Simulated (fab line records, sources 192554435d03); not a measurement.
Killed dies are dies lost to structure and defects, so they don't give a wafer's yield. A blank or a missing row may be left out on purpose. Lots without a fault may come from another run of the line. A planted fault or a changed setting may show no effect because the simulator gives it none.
fab line records | flow n5_finfet
record lots=5 wafers=13 last_day=16
route steps=1938 shown BEOL_M4@1099 BEOL_M5@1112 BEOL_M11@1596 PASSIVATION@1936
lots that met no fault: from a run of the same line without faults
start_h: hours from the record's first day to the start of the lot's first wafer shown | wait_h: hours since the lot's step before | " the same as in the row above | L1.1+2: a row that stands for several wafers | - no value, or no start given | * or withheld: withheld | < > ~ a bound
route shown NAME@n: a module of which the file shows steps, and the number in the route of the first | usual: mean/standard deviation of fault-free wafers | same: alike in all rows | chamber/n: place in a boat | sites: the reading at each site | _std_site: their standard deviation | _edge_site: outer sites' mean less inner sites' | radius_mm: how far each site lies from the wafer's centre | mask NAME#n: copy n | behind: the tool/chamber that last shaped the wafer | hold: why the lot was held/for how many hours/how that ended | device: the transistor (n, p or np) that didn't switch | end of line: the same wafers' tests at the end of the route | a step without rows: its recipe alone | killed: dies lost to structure and defects at the first sort, not the wafer's yield | map: a wafer's dies, x killed, . not, _ none there
set.NAME: the setting as run; set.NAME@STEP: as run at that earlier step | model.NAME: the simulator's own value behind a step, which no gauge read
lots at some steps of the route; a table a step, a row a wafer
services: from which hour (start_h, from the record's first day; less than 0 if before it) a tool's chamber was out of use, for how many hours, and why
## steps
# step N5_BEOL_M4_ANNEAL_95
# recipe temp_c=400 time_s=240 ambient=vacuum
# step N5_BEOL_M4_SPUTTER_96
# recipe material=Cu target_thk_a=45 temp_c=-20 chamber_pressure_pa=0.07 power_w=withheld time_s=8.29
# step N5_BEOL_M4_ECD_50
# recipe material=Cu target_thk_a=3000
# step N5_BEOL_M4_ANNEAL_51
# recipe temp_c=225 time_s=90 ambient=N2
# step N5_BEOL_M4_CMP_52
# recipe stop_on=SiOC t_overpolish_s=6.8 down_force_psi=1 platen_rpm=50 clearing_platen_down_force_psi=1.5 clearing_platen_rpm=50 post_cmp_clean=cu_alkaline target_thk_nm=40 clearing_platen_pad_velocity_m_s=0.99484 pad_velocity_m_s=0.99484
# step N5_BEOL_M4_PRE_CLEAN_60
# recipe gas=NH3/H2 time_s=15 temp_c=* rf_power_w=300
# step N5_BEOL_M4_CO_CAP_55
# recipe material=Co target_thk_a=20 temp_c=200 precursor=CCTBA/H2 pressure_torr=30 time_s=102.1
# step N5_BEOL_M4_PRE_CLEAN_56
# recipe gas=NH3 time_s=15 temp_c=withheld rf_power_w=300
# step N5_BEOL_M4_DEP_57
# recipe material=SiCN target_thk_a=80 temp_c=withheld precursor=3MS/NH3 pressure_torr=3 rf_w=202 time_s=14
# step N5_BEOL_M4_RC_MEAS_101
# usual DIBL_N=36.3/1.2 DIBL_P=36.1/1.6 IOFF_N=0.161/0.023 IOFF_P=0.209/0.027 ION_N=676/8.9 ION_P=462/5.3 SS_N=71.5/0.51 SS_P=73.2/0.5 VT_N=249.1/2.5 VT_P=-249.9/2.8
# columns lot.wafer tool chamber start_h wait_h DIBL_N[mV/V] DIBL_P[mV/V] IOFF_N[nA/um] IOFF_P[nA/um] ION_N[uA/um] ION_P[uA/um] SS_N[mV/dec] SS_P[mV/dec] VT_N[mV] VT_P[mV]
L328.1 prober-01 0 176.14 0.0 36.3 36.0 0.161 0.207 675 462 70.5 73.5 248.5 -251.2
L328.4 " 0 " " 37.6 38.1 0.182 0.240 684 469 71.1 73.9 246.4 -248.3
L328.6 " 0 " " 38.5 38.9 0.208 0.257 691 472 72.2 73.5 244.1 -243.6
L340.1 prober-02 0 241.40 0.0 36.4 35.1 0.152 0.194 655 455 72.1 72.9 251.2 -248.7
L340.5 " 0 " " 37.2 36.1 0.157 0.204 668 459 72.2 73.9 253.0 -250.1
L339.1 prober-02 0 246.32 0.0 37.5 36.2 0.169 0.252 674 463 71.9 73.3 247.4 -244.1
L339.2 " 0 " " 35.9 35.7 0.154 0.234 683 476 71.2 73.4 247.7 -246.4
L339.3 " 0 " " 34.5 32.5 0.121 0.199 664 466 70.4 72.5 255.4 -246.6
L343.1 prober-01 0 256.56 0.0 38.4 36.6 0.189 0.214 680 463 71.4 73.3 246.8 -251.5
L343.4 " 0 " " 37.1 35.1 0.146 0.190 663 459 71.3 73.0 252.3 -252.8
L349.3 prober-01 0 294.60 0.3 35.8 36.9 0.173 0.216 670 459 72.0 73.3 247.9 -248.2
L349.4 " 0 " " 35.5 36.2 0.162 0.202 680 454 72.5 73.2 247.7 -248.1
L349.5 " 0 " " 36.3 37.3 0.175 0.229 681 464 71.4 73.6 247.1 -248.9
# step N5_BEOL_M5_ILD_DEP_00
# recipe material=SiCOH_lowk target_thk_a=1406.4 temp_c=300 precursor=DEMS/porogen pressure_torr=5 rf_w=500 time_s=25.9
# step N5_BEOL_M5_CURE_79
# recipe temp_c=385 time_s=240 ambient=He/Ar material=SiCOH_lowk
# step N5_BEOL_M5_PECVD_70
# recipe material=SiO2 target_thk_a=160 temp_c=400 precursor=TEOS/O2 pressure_torr=5.5 rf_w=450 teos_flow_sccm=53.8 gas=O2 flow_sccm=3000 time_s=18
# step N5_BEOL_M5_HM_DEP_02
# recipe material=TiN target_thk_a=200 temp_c=25 chamber_pressure_pa=0.49996
# step N5_BEOL_M5_COAT_59
# recipe resist=SOC temp_c=250 time_s=60 spin_rpm=1500 resist_thk_nm=60
# step N5_BEOL_M5_COAT_60
# recipe resist=SiARC temp_c=220 time_s=60 spin_rpm=1500 resist_thk_nm=12
# step N5_BEOL_M5_COAT_71
# recipe resist=underlayer temp_c=205 time_s=60 spin_rpm=1500 resist_thk_nm=5
# step N5_BEOL_M5_COAT_05
# recipe resist=CAR-EUV spin_rpm=1500 resist_thk_nm=30
# step N5_BEOL_M5_EBR_07
# recipe solvent=PGMEA ebr_width_mm=1.5
# step N5_BEOL_M5_SOFTBAKE_06
# recipe temp_c=110 time_s=60 resist=CAR-EUV
# step N5_BEOL_M5_EXPOSE_08
# recipe mask_id=M5 na=0.33 source_shape=annular sigma_inner=0.4 sigma_outer=0.8 polarization=unpolarized target_cd_nm=28 dose_mj=35.75
# step N5_BEOL_M5_PEB_09
# recipe peb_temp_c=100 peb_time_s=60 resist=CAR-EUV
# step N5_BEOL_M5_DEVELOP_10
# recipe develop_time_s=30 developer=TMAH resist=CAR-EUV rinse_liquid=surfactant_rinse dry=air_spin dev_temp_c=23
# step N5_BEOL_M5_DESCUM_16
# recipe chemistry=O2 time_s=7 source_power_w=50 bias_power_w=20 pressure_mtorr=20 rf_frequency_hz=2.712e+07 temp_c=40 resist=CAR-EUV o2_flow_sccm=225
# step N5_BEOL_M5_ETCH_72
# recipe chemistry=N2/H2 target=underlayer target_depth_a=65 mask_material=CAR-EUV time_s=5.2 ion_energy_ev=200 pressure_mtorr=30 source_w=840 bias_w=150 n2_flow_sccm=200 h2_flow_sccm=200 ends=cleared
# step N5_BEOL_M5_ETCH_61
# recipe chemistry=CF4 target=SiARC target_depth_a=156 mask_material=CAR-EUV time_s=26 ion_energy_ev=80 pressure_mtorr=40 source_w=545 bias_w=36 Ar_flow_sccm=100 cf4_flow_sccm=100 ends=cleared
# step N5_BEOL_M5_ETCH_62
# recipe chemistry=N2/H2 target=SOC target_depth_a=750 overetch_a=150 mask_material=SiARC temp_c=40 time_s=112.5 ion_energy_ev=200 pressure_mtorr=30 source_w=840 bias_w=150 n2_flow_sccm=200 h2_flow_sccm=200
# step N5_BEOL_M5_STRIP_63
# recipe chemistry=N2/H2 temp_c=40 n2_flow_sccm=200 h2_flow_sccm=200 rf_frequency_hz=6e+07
# step N5_BEOL_M5_STRIP_73
# recipe chemistry=N2/H2 temp_c=40 n2_flow_sccm=200 h2_flow_sccm=200 rf_frequency_hz=6e+07
# step N5_BEOL_M5_STRIP_64
# recipe chemistry=CF4 resist=SiARC power_w=300 bias_power_w=75 pressure_mtorr=50 cf4_flow_sccm=150 rf_frequency_hz=6e+07
# step N5_BEOL_M5_HM_OPEN_17
# recipe chemistry=Cl2/BCl3 target_depth_a=200 overetch_a=60 target=TiN mask_material=SOC ion_energy_ev=150 pressure_mtorr=10 icp_w=1000 bias_w=126 Cl2_flow_sccm=53.25 bcl3_flow_sccm=21.75 Ar_flow_sccm=25
# step N5_BEOL_M5_STRIP_19
# recipe chemistry=O2 power_w=400 temp_c=40 pressure_mtorr=30 rf_frequency_hz=6e+07 bias_power_w=0 overash_fraction=0.2 o2_flow_sccm=225
# step N5_BEOL_M5_COAT_65
# recipe resist=SOC temp_c=250 time_s=60 spin_rpm=1500 resist_thk_nm=60
# step N5_BEOL_M5_COAT_66
# recipe resist=SiARC temp_c=220 time_s=60 spin_rpm=1500 resist_thk_nm=12
# step N5_BEOL_M11_CMP_52
# recipe stop_on=SiCOH_lowk t_overpolish_s=7 down_force_psi=1 platen_rpm=50 clearing_platen_down_force_psi=1.5 clearing_platen_rpm=50 post_cmp_clean=cu_alkaline target_thk_nm=140 clearing_platen_pad_velocity_m_s=0.99484 pad_velocity_m_s=0.99484
# usual barrier_field_endpoint_s=29.2/0.7 motor_current_A=6.1/0.44 overpolish_run_s=7.001/0.009 time_to_endpoint_s=67.4/2.6
# columns lot.wafer tool chamber start_h wait_h barrier_field_endpoint_s motor_current_A overpolish_run_s time_to_endpoint_s
L328.4 cmp-03 2 237.13 0.2 29.6 6.2 7.009 67.7
L328.1 " 3 " " 29.9 6.6 6.999 71.9
L328.6 " 1 " " 30.3 6.2 7.001 69.7
L340.1 cmp-03 2 302.60 0.3 47.0 5.9 0.038 84.2
L340.5 " 1 " " 28.9 6.1 6.997 68.8
L339.2 cmp-03 2 307.78 0.2 29.0 6.6 6.995 65.7
L339.3 " 3 " " 29.0 6.7 6.985 64.3
L339.1 " 1 " " 46.9 6.1 0.044 84.9
L343.4 cmp-03 1 310.33 0.2 46.9 6.2 0.038 86.1
L343.1 " 3 " " 46.9 6.8 0.031 88.4
L349.4 cmp-04 2 352.82 0.2 28.0 6.3 7.005 64.8
L349.3 " 3 " " 29.2 6.1 6.994 66.1
L349.5 " 1 " " 28.4 5.6 6.995 63.6
# step N5_BEOL_M11_THK_MEAS_53
# recipe thk_meas_gauge=xrf reads=Cu_of_BEOL_M11_ECD_50
# usual M11_THK=139.8/2.7
# columns lot.wafer tool chamber start_h wait_h M11_THK[nm]
L328.1 film_metro-02 - 237.39 - 138.6
L328.4 " - " " 143.8
L328.6 " - " " 137.7
L340.1 film_metro-01 - 302.82 - 251.8
L340.5 " - " " 141.5
L339.1 film_metro-02 - 308.07 - 262.0
L339.2 " - " " 138.3
L339.3 " - " " 142.8
L343.1 film_metro-01 - 310.58 - 268.0
L343.4 " - " " 257.2
L349.3 film_metro-02 - 353.04 - 137.4
L349.4 " - " " 137.2
L349.5 " - " " 137.6
# step N5_BEOL_M11_INSPECT_58
# recipe inspect_instrument=darkfield mode=post_dep
# usual raw_defect_count=68/19
# columns lot.wafer tool chamber start_h wait_h raw_defect_count
L328.1 defect_inspect-01 - 237.57 0.0 46
L328.4 " - " " 78
L328.6 " - " " 68
L340.1 defect_inspect-01 - 302.97 0.0 1124
L340.5 " - " " 74
L339.1 defect_inspect-01 - 308.23 0.0 1060
L339.2 " - " " 61
L339.3 " - " " 42
L343.1 defect_inspect-02 - 310.74 0.0 1109
L343.4 " - " " 1087
L349.3 defect_inspect-01 - 353.22 0.0 99
L349.4 " - " " 57
L349.5 " - " " 72
# step N5_PASSIVATION_PROBE_49
# usual defect_limited_yield=91.3/1.5 killed_at_M0_to_M3=35/10 killed_at_M4_up=13/5.3 killed_at_contacts=12/5.7 killed_at_front_end=39/11 killed_at_other=3.3/2.7 killed_dies=102/18 killed_on_rim=13/4 killed_open=67/13 killed_short=34/7.8 sort_bin_5_function=5.1/1 sort_bin_6_memory=3.3/0.68 sort_n_pass=1078/18 sort_yield_pct=91.3/1.5
# same gross_dies=1180 killed_at_back_side=0 sort_bin_4_leakage[%]=0 sort_bin_8_speed[%]=0
# columns lot.wafer tool chamber start_h wait_h defect_limited_yield[%] killed_at_M0_to_M3 killed_at_M4_up killed_at_contacts killed_at_front_end killed_at_other killed_dies killed_on_rim killed_open killed_short sort_bin_5_function[%] sort_bin_6_memory[%] sort_n_pass sort_yield_pct[%]
L328.1 prober-01 - 273.95 0.0 87.8 50 17 14 56 7 144 20 91 46 7.5 4.5 1036 87.8
L328.4 prober-01 - 274.10 0.2 89.7 33 15 3 64 7 122 17 79 40 5.5 4.2 1058 89.7
L328.6 prober-01 - 274.20 0.3 90.4 23 13 10 60 7 113 12 75 37 5.0 4.2 1067 90.4
L340.1 prober-02 - 341.64 0.7 0 38 1087 22 32 1 1180 152 76 30 5.8 3.1 0 0
L340.5 prober-02 - 341.84 0.9 88.6 26 27 19 61 1 134 22 93 37 6.4 4.6 1046 88.6
L339.1 prober-02 - 352.27 0.0 0 22 1117 7 32 2 1180 152 60 25 4.4 2.8 0 0
L339.2 prober-02 - 352.32 0.1 92.8 25 11 6 31 12 85 15 56 28 3.6 3.2 1095 92.8
L339.3 prober-02 - 352.37 0.1 94.7 22 11 7 21 2 63 14 41 22 3.8 1.4 1117 94.7
L343.1 prober-02 - 358.48 0.0 0 40 1082 12 41 5 1180 152 72 37 5.3 3.6 0 0
L343.4 prober-02 - 358.63 0.2 0 36 1115 6 21 2 1180 152 58 14 3.8 2.3 0 0
# killed by level:class
L328.1 BEOL_M2:geometric_particle:open=20 FIN_SAQP:geometric_particle:open=18 FIN_SAQP:geometric_particle:short=10 BEOL_M0_SAQP:geometric_particle:open=10 BEOL_M4:geometric_particle:open=9 MOL_CONTACT_COAG:geometric_particle:open=8 BEOL_M0_SAQP:geometric_particle:short=7 DUMMY_GATE:geometric_particle:open=6
L328.4 FIN_SAQP:geometric_particle:open=24 FIN_SAQP:geometric_particle:short=14 BEOL_M2:geometric_particle:open=11 BEOL_M3:geometric_particle:open=7 STI_FIN_REVEAL:geometric_particle:open=5 BEOL_M0:geometric_particle:open=5 BEOL_M4:geometric_particle:open=5 GATE_CUT:geometric_particle:short=3
L328.6 FIN_SAQP:geometric_particle:open=24 FIN_SAQP:geometric_particle:short=13 STI_FIN_REVEAL:geometric_particle:open=8 MOL_CONTACT_COAG:geometric_particle:open=8 BEOL_M4:geometric_particle:open=8 BEOL_M0_SAQP:geometric_particle:short=6 BEOL_M2:geometric_particle:open=5 BEOL_M0_SAQP:geometric_particle:open=5
L340.1 BEOL_M11:area_cmp=1072 MOL_CONTACT_COAG:geometric_particle:open=17 BEOL_M2:geometric_particle:open=11 STI_FIN_REVEAL:geometric_particle:open=10 FIN_SAQP:geometric_particle:open=6 BEOL_M4:geometric_particle:open=6 BEOL_M0_SAQP:geometric_particle:short=5 MOL_CONTACT_COAG:geometric_particle:short=5
L340.5 STI_FIN_REVEAL:geometric_particle:open=29 MOL_CONTACT_COAG:geometric_particle:open=17 BEOL_M4:geometric_particle:open=11 STI_FIN_REVEAL:geometric_particle:short=8 BEOL_M4:geometric_particle:short=7 FIN_SAQP:geometric_particle:open=6 FIN_SAQP:geometric_particle:short=5 BEOL_M0_SAQP:geometric_particle:short=5
L339.1 BEOL_M11:area_cmp=1095 BEOL_M4:geometric_particle:open=15 FIN_SAQP:geometric_particle:open=6 MOL_CONTACT_COAG:geometric_particle:open=6 BEOL_M0_SAQP:geometric_particle:short=6 BEOL_M2:geometric_particle:open=6 STI_FIN_REVEAL:geometric_particle:open=4 SDB:geometric_particle:short=4
L339.2 STI_FIN_REVEAL:geometric_particle:open=9 FIN_SAQP:geometric_particle:short=7 FIN_SAQP:geometric_particle:open=7 BEOL_M0_SAQP:geometric_particle:short=7 BEOL_M2:geometric_particle:open=7 MOL_CONTACT_COAG:geometric_particle:open=4 BEOL_M4:geometric_particle:open=4 BEOL_M0_SAQP:geometric_particle:open=3
L339.3 BEOL_M0_SAQP:geometric_particle:open=11 MOL_CONTACT_COAG:geometric_particle:open=6 STI_FIN_REVEAL:geometric_particle:open=5 BEOL_M0_SAQP:geometric_particle:short=5 BEOL_M4:geometric_particle:open=5 BEOL_M2:geometric_particle:open=3 BEOL_M4:geometric_particle:short=3 STARTING-WAFER:geometric_particle:short=3
L343.1 BEOL_M11:area_cmp=1071 MOL_CONTACT_COAG:geometric_particle:open=9 BEOL_M3:geometric_particle:open=9 BEOL_M2:geometric_particle:open=8 GATE_CUT:geometric_particle:open=7 BEOL_M0_SAQP:geometric_particle:short=7 GATE_CUT:geometric_particle:short=6 BEOL_M4:geometric_particle:open=6
L343.4 BEOL_M11:area_cmp=1107 BEOL_M1:geometric_particle:open=13 BEOL_M0_SAQP:geometric_particle:open=9 BEOL_M3:geometric_particle:open=7 STI_FIN_REVEAL:geometric_particle:open=6 BEOL_M4:geometric_particle:open=6 MOL_CONTACT_COAG:geometric_particle:open=4 GATE_CUT:geometric_particle:open=3
# map L339.1 (x killed, . not)
_________________xxxxxxxxxxxx________________
______________xxxxxxxxxxxxxxxxxx_____________
___________xxxxxxxxxxxxxxxxxxxxxxxx__________
__________xxxxxxxxxxxxxxxxxxxxxxxxxx_________
________xxxxxxxxxxxxxxxxxxxxxxxxxxxxxx_______
_______xxxxxxxxxxxxxxxxxxxxxxxxxxxxxxxx______
______xxxxxxxxxxxxxxxxxxxxxxxxxxxxxxxxxx_____
_____xxxxxxxxxxxxxxxxxxxxxxxxxxxxxxxxxxxx____
____xxxxxxxxxxxxxxxxxxxxxxxxxxxxxxxxxxxxxx___
___xxxxxxxxxxxxxxxxxxxxxxxxxxxxxxxxxxxxxxxx__
___xxxxxxxxxxxxxxxxxxxxxxxxxxxxxxxxxxxxxxxx__
__xxxxxxxxxxxxxxxxxxxxxxxxxxxxxxxxxxxxxxxxxx_
__xxxxxxxxxxxxxxxxxxxxxxxxxxxxxxxxxxxxxxxxxx_
_xxxxxxxxxxxxxxxxxxxxxxxxxxxxxxxxxxxxxxxxxxxx
_xxxxxxxxxxxxxxxxxxxxxxxxxxxxxxxxxxxxxxxxxxxx
_xxxxxxxxxxxxxxxxxxxxxxxxxxxxxxxxxxxxxxxxxxxx
_xxxxxxxxxxxxxxxxxxxxxxxxxxxxxxxxxxxxxxxxxxxx
_xxxxxxxxxxxxxxxxxxxxxxxxxxxxxxxxxxxxxxxxxxxx
_xxxxxxxxxxxxxxxxxxxxxxxxxxxxxxxxxxxxxxxxxxxx
_xxxxxxxxxxxxxxxxxxxxxxxxxxxxxxxxxxxxxxxxxxxx
_xxxxxxxxxxxxxxxxxxxxxxxxxxxxxxxxxxxxxxxxxxxx
__xxxxxxxxxxxxxxxxxxxxxxxxxxxxxxxxxxxxxxxxxx_
__xxxxxxxxxxxxxxxxxxxxxxxxxxxxxxxxxxxxxxxxxx_
___xxxxxxxxxxxxxxxxxxxxxxxxxxxxxxxxxxxxxxxx__
___xxxxxxxxxxxxxxxxxxxxxxxxxxxxxxxxxxxxxxxx__
____xxxxxxxxxxxxxxxxxxxxxxxxxxxxxxxxxxxxxx___
_____xxxxxxxxxxxxxxxxxxxxxxxxxxxxxxxxxxxx____
______xxxxxxxxxxxxxxxxxxxxxxxxxxxxxxxxxx_____
_______xxxxxxxxxxxxxxxxxxxxxxxxxxxxxxxx______
________xxxxxxxxxxxxxxxxxxxxxxxxxxxxxx_______
__________xxxxxxxxxxxxxxxxxxxxxxxxxx_________
___________xxxxxxxxxxxxxxxxxxxxxxxx__________
______________xxxxxxxxxxxxxxxxxx_____________
_________________xxxxxxxxxxxx________________
# map L340.1 (x killed, . not)
_________________xxxxxxxxxxxx________________
______________xxxxxxxxxxxxxxxxxx_____________
___________xxxxxxxxxxxxxxxxxxxxxxxx__________
__________xxxxxxxxxxxxxxxxxxxxxxxxxx_________
________xxxxxxxxxxxxxxxxxxxxxxxxxxxxxx_______
_______xxxxxxxxxxxxxxxxxxxxxxxxxxxxxxxx______
______xxxxxxxxxxxxxxxxxxxxxxxxxxxxxxxxxx_____
_____xxxxxxxxxxxxxxxxxxxxxxxxxxxxxxxxxxxx____
____xxxxxxxxxxxxxxxxxxxxxxxxxxxxxxxxxxxxxx___
___xxxxxxxxxxxxxxxxxxxxxxxxxxxxxxxxxxxxxxxx__
___xxxxxxxxxxxxxxxxxxxxxxxxxxxxxxxxxxxxxxxx__
__xxxxxxxxxxxxxxxxxxxxxxxxxxxxxxxxxxxxxxxxxx_
__xxxxxxxxxxxxxxxxxxxxxxxxxxxxxxxxxxxxxxxxxx_
_xxxxxxxxxxxxxxxxxxxxxxxxxxxxxxxxxxxxxxxxxxxx
_xxxxxxxxxxxxxxxxxxxxxxxxxxxxxxxxxxxxxxxxxxxx
_xxxxxxxxxxxxxxxxxxxxxxxxxxxxxxxxxxxxxxxxxxxx
_xxxxxxxxxxxxxxxxxxxxxxxxxxxxxxxxxxxxxxxxxxxx
_xxxxxxxxxxxxxxxxxxxxxxxxxxxxxxxxxxxxxxxxxxxx
_xxxxxxxxxxxxxxxxxxxxxxxxxxxxxxxxxxxxxxxxxxxx
_xxxxxxxxxxxxxxxxxxxxxxxxxxxxxxxxxxxxxxxxxxxx
_xxxxxxxxxxxxxxxxxxxxxxxxxxxxxxxxxxxxxxxxxxxx
__xxxxxxxxxxxxxxxxxxxxxxxxxxxxxxxxxxxxxxxxxx_
__xxxxxxxxxxxxxxxxxxxxxxxxxxxxxxxxxxxxxxxxxx_
___xxxxxxxxxxxxxxxxxxxxxxxxxxxxxxxxxxxxxxxx__
___xxxxxxxxxxxxxxxxxxxxxxxxxxxxxxxxxxxxxxxx__
____xxxxxxxxxxxxxxxxxxxxxxxxxxxxxxxxxxxxxx___
_____xxxxxxxxxxxxxxxxxxxxxxxxxxxxxxxxxxxx____
______xxxxxxxxxxxxxxxxxxxxxxxxxxxxxxxxxx_____
_______xxxxxxxxxxxxxxxxxxxxxxxxxxxxxxxx______
________xxxxxxxxxxxxxxxxxxxxxxxxxxxxxx_______
__________xxxxxxxxxxxxxxxxxxxxxxxxxx_________
___________xxxxxxxxxxxxxxxxxxxxxxxx__________
______________xxxxxxxxxxxxxxxxxx_____________
_________________xxxxxxxxxxxx________________
## services
# columns tool chamber start_h hours kind
cmp-03 - 238.32 4.0 pm
cmp-03 - 242.32 - consumable_replace:conditioner
cmp-03 - 242.32 - consumable_replace:pad
cmp-04 - 260.31 1.5 repair
cmp-04 - 305.17 4.0 pm
cmp-03 - 305.80 0.5 repair
cmp-04 - 309.17 - consumable_replace:conditioner
cmp-04 - 309.17 - consumable_replace:pad
## key
first_sign step=N5_BEOL_M11_CMP_52 reading=overpolish_run_s direction=down sigmas=99+ usual=7.001 struck=0.038
effect step=N5_BEOL_M11_CMP_52 reading=barrier_field_endpoint_s direction=up sigmas=25 usual=29.2 struck=46.9
effect step=N5_BEOL_M11_THK_MEAS_53 reading=M11_THK direction=up sigmas=44 usual=139.8 struck=259.7
effect step=N5_BEOL_M11_INSPECT_58 reading=raw_defect_count direction=up sigmas=55 usual=68 struck=1095
effect step=N5_PASSIVATION_PROBE_49 reading=killed_at_M4_up direction=up sigmas=99+ usual=13 struck=1100
more_kills_born_at N5_BEOL_M11_CMP_52@cmp-03=4345
met_at N5_BEOL_M11_CMP_52
struck_wafers L339.1,L340.1,L343.1,L343.4
later_rows_left_out L339.1,L340.1,L343.1,L343.4
onset_between 237.13 302.60
fault kind=process_parameter_drift tool=cmp-03 chamber=- onset_h=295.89 steps=N5_BEOL_M11_CMP_52 channel=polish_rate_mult offset=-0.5 shape=step end_h=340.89 scope=struck_wafers_only
# later_rows_left_out: the simulator's readings of these wafers behind a module that went badly wrong aren't trusted and aren't shown, but for the sort
